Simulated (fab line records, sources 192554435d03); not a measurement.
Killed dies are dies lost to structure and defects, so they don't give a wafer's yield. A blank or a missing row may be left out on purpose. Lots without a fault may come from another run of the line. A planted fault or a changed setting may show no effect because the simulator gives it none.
A struck lot beside a sound one | flow n5_finfet | 27 steps out of a route of 1938
Sound: wafers L192.1, L192.2, L192.6. Struck: wafers L181.2, L181.3, L181.6. The cause comes at the end.
At each step with rows: each side's tool, then ch and its chambers, then its first start. Under that, the readings that differ: sound wafers | struck wafers | difference of the means | sigmas: that difference in standard deviations of wafers without a fault.
alike: readings whose means differ by less than 2 such deviations, and words and numbers that are the same on both sides. not compared: withheld readings, readings that some wafer has no value for, bounds like >300 that may hide the same value, and numbers for which the record gives no deviation and whose values overlap.
The two part at a step that has a row with sigmas, a row that says differs or no value, or rows on one side only. Numbers that don't overlap but have no deviation are shown without sigmas and don't part them. A reading that every wafer of one side lacks parts them only if that side has two wafers or more.

first, 9 steps without rows for these wafers: N5_SD_EPI_P_PEB_07 (peb time 60 s); N5_SD_EPI_P_DEVELOP_08 (develop time 30 s); N5_SD_EPI_P_DESCUM_14 (chemistry O2, time 7.9 s); N5_SD_EPI_P_ETCH_36 (etches SiARC in CF4, target depth 45.5 nm, time 75.8 s); N5_SD_EPI_P_ETCH_37 (etches SOC in N2/H2, overetch 108 nm, time 486 s); N5_SD_EPI_P_STRIP_38 (strips in N2/H2); N5_SD_EPI_P_ETCHBACK_46 (etches SiNx in CH3F/O2, stops on SiO2, target depth 17.5 nm); N5_SD_EPI_P_ETCH_47 (etches SiOCN in CH3F/O2, target depth 25 nm); N5_SD_EPI_P_ETCH_16 (etches SiO2 in CHF3/O2, target depth 5 nm).
N5_SD_EPI_P_STRIP_50: strips in CHF3/O2.
  sound on rie_diel-02 ch 1,3, day 8 21:39; struck on rie_diel-02 ch 2,3, day 6 10:21
  reading                                     | sound | struck       | difference | sigmas
  model.SiARC_of_SD_EPI_P_COAT_35.thk_nm (nm) | 0 0 0 | 12 11.6 11.6 | +12        |
N5_SD_EPI_P_SD_RECESS_17: chemistry HBr/Cl2/O2, target depth 39.1 nm, bt time 3 s.
  sound on rie_si-03 ch 0,2,3, day 8 21:41; struck on rie_si-03 ch 1,2, day 6 10:23
  reading                                     | sound | struck  | difference | sigmas
  model.SiARC_of_SD_EPI_P_COAT_35.thk_nm (nm) | 0 0 0 | 8.4 8 8 | +8.1       |
  alike: chamber_pressure_mTorr, drypump_motor_current_A, oes_product_au, throttle_valve_pct
  not compared: rf_hours_counter_h
then, 13 steps without rows for these wafers: N5_SD_EPI_P_WET_ETCH_45 (etches SiO2 in dHF, time 10.7 s, target depth 2 nm, rinse time 30 s); N5_SD_EPI_P_STRIP_40 (strips in N2/H2); N5_SD_EPI_P_PRECLEAN_52 (cleans in O3/DIW, time 60 s); N5_SD_EPI_P_SRD_20 (time 30 s); N5_SD_EPI_P_PRECLEAN_51 (cleans in NF3:NH3, afs cycles 1, time 20 s, sublimation time 60 s); N5_SD_EPI_P_VAPOR_ETCH_44 (etches SiGe30 in NF3/Ar, time 3.3 s); N5_SD_EPI_P_EPI_21 (deposits SiGe:B, time 355 s); N5_SD_EPI_P_HM_STRIP_48 (strips SiNx in H3PO4, material SiNx, target depth 3 nm); N5_SD_EPI_P_SRD_49 (time 30 s); N5_SD_EPI_P_PRECLEAN_24 (cleans in O3/DIW, time 45 s); N5_SD_EPI_P_PRECLEAN_32 (cleans in dHF, time 10 s); N5_SD_EPI_P_PRECLEAN_33 (cleans in SC2, time 45 s); N5_SD_EPI_P_SRD_25 (time 30 s).
N5_SD_EPI_P_INSPECT_26: inspects for defects (darkfield).
  sound on defect_inspect-01, day 9 00:43; struck on defect_inspect-02, day 6 15:29
  reading          | sound       | struck         | difference | sigmas
  raw_defect_count | 178 157 124 | 1356 1454 1502 | +1284      | +41
N5_BEOL_M4_RC_MEAS_101:
  the record has rows for the sound wafers here (prober-02 ch 0, day 14 10:24) and none for the struck ones
-- the record jumps here: 8 days lie between the struck wafers' starts before and after (it left off in module BEOL_M4 and takes up again in module PASSIVATION, whose first step shown is number 1936 of the route) --
N5_PASSIVATION_PROBE_49:
  the record has rows for the struck wafers here (prober-02, day 14 12:40) and none for the sound ones

WHERE THEY PART
First at N5_SD_EPI_P_INSPECT_26; last, within this record, at N5_PASSIVATION_PROBE_49.

WHY: what the simulator had put in
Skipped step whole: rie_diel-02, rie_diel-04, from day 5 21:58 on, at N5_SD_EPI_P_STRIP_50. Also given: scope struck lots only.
